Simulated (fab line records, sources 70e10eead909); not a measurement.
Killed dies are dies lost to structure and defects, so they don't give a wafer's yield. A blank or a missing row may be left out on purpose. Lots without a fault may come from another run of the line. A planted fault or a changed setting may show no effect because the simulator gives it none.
Chamber matching | flow nand_harc | NHARC_A_CHANNEL_HOLE_D1_ETCH_38 on rie_diel-09: 4 sister chambers
The step etches the open film in CF4, target depth 39 nm, time 65 s. 33 wafers are shown with their chamber, then 12 later ones without.

WAFERS WITH THEIR CHAMBER
wafer  | chamber | drypump_motor_current_A (A) | showerhead_plenum_p_Torr (Torr) | rf_vpp_V (V)
L074.2 | 3       | 5.7                         | 1.69                            | 150.3
L074.3 | 0       | 5.5                         | 1.78                            | 151.2
L074.6 | 1       | 6.2                         | 1.81                            | 151.6
L076.2 | 3       | 5.7                         | 1.69                            | 148.4
L076.3 | 1       | 6.2                         | 1.81                            | 151.2
L076.4 | 2       | 6.3                         | 1.68                            | 151.3
L075.3 | 1       | 6.2                         | 1.81                            | 151.4
L075.5 | 1       | 6.3                         | 1.81                            | 151.5
L075.6 | 2       | 6.3                         | 1.68                            | 150.3
L077.4 | 2       | 6.3                         | 1.68                            | 149.9
L077.5 | 0       | 5.5                         | 1.78                            | 150.7
L077.6 | 1       | 6.2                         | 1.81                            | 151.9
L079.1 | 0       | 5.5                         | 1.78                            | 152.1
L079.3 | 2       | 6.3                         | 1.68                            | 151.2
L079.4 | 1       | 6.2                         | 1.81                            | 151.9
L082.1 | 1       | 6.2                         | 1.81                            | 153.2
L082.2 | 0       | 5.5                         | 1.78                            | 150.7
L082.5 | 1       | 6.2                         | 1.81                            | 152.4
L083.2 | 2       | 6.3                         | 1.68                            | 149.6
L083.4 | 1       | 6.2                         | 1.81                            | 151.1
L083.5 | 2       | 6.3                         | 1.68                            | 149.7
L086.3 | 0       | 5.5                         | 1.78                            | 153.1
L086.4 | 3       | 5.7                         | 1.68                            | 151.3
L086.6 | 0       | 5.5                         | 1.78                            | 149.3
L087.3 | 1       | 6.2                         | 1.80                            | 151.8
L087.4 | 0       | 5.5                         | 1.78                            | 150.3
L087.6 | 2       | 6.3                         | 1.68                            | 149.3
L088.3 | 3       | 5.7                         | 1.68                            | 148.3
L088.4 | 2       | 6.3                         | 1.68                            | 149.5
L088.6 | 0       | 5.5                         | 1.78                            | 150.6
L089.1 | 3       | 5.7                         | 1.68                            | 148.9
L089.2 | 1       | 6.2                         | 1.80                            | 151.2
L089.6 | 2       | 6.3                         | 1.68                            | 149.2

SIGNATURES (means of the wafers above)
reading                  | chamber 0 | chamber 1 | chamber 2 | chamber 3 | scatter within a chamber
drypump_motor_current_A  | 5.500     | 6.209     | 6.300     | 5.700     | 0.0177
showerhead_plenum_p_Torr | 1.7800    | 1.8082    | 1.6800    | 1.6840    | 0.00313
rf_vpp_V                 | 151.000   | 151.745   | 150.000   | 149.440   | 0.927
Rule: a wafer's distance from a chamber is the root of the sum, over the readings, of the square of ((its reading less the chamber's mean) divided by the reading's scatter). The wafer belongs to the nearest chamber; if the next one is less than 2 further off, it can't be placed. The scatter: the root of (the sum of the squares of (reading less its chamber's mean) over the shown wafers, divided by (wafers less chambers)).

WAFERS WITHOUT THEIR CHAMBER
wafer  | drypump_motor_current_A (A) | showerhead_plenum_p_Torr (Torr) | rf_vpp_V (V)
L090.2 | 6.3                         | 1.68                            | 149.1
L090.3 | 6.3                         | 1.80                            | 149.5
L090.5 | 5.7                         | 1.68                            | 149.5
L093.4 | 6.3                         | 1.68                            | 151.1
L093.5 | 6.3                         | 1.68                            | 149.3
L093.6 | 6.2                         | 1.80                            | 151.2
L094.1 | 6.2                         | 1.80                            | 151.3
L094.2 | 6.3                         | 1.68                            | 149.7
L094.4 | 5.7                         | 1.68                            | 149.4
L097.1 | 6.3                         | 1.68                            | 149.1
L097.2 | 5.5                         | 1.78                            | 151.0
L097.5 | 6.2                         | 1.80                            | 151.6

WHICH CHAMBER EACH WENT THROUGH
wafer  | from the rows above | in truth
L090.2 | 2                   | 2
L090.3 | 1                   | 1
L090.5 | 3                   | 3
L093.4 | 2                   | 2
L093.5 | 2                   | 2
L093.6 | 1                   | 1
L094.1 | 1                   | 1
L094.2 | 2                   | 2
L094.4 | 3                   | 3
L097.1 | 2                   | 2
L097.2 | 0                   | 0
L097.5 | 1                   | 1
Placed correctly: 12 of 12. Can't be placed from these rows: 0. Placed wrongly: 0.
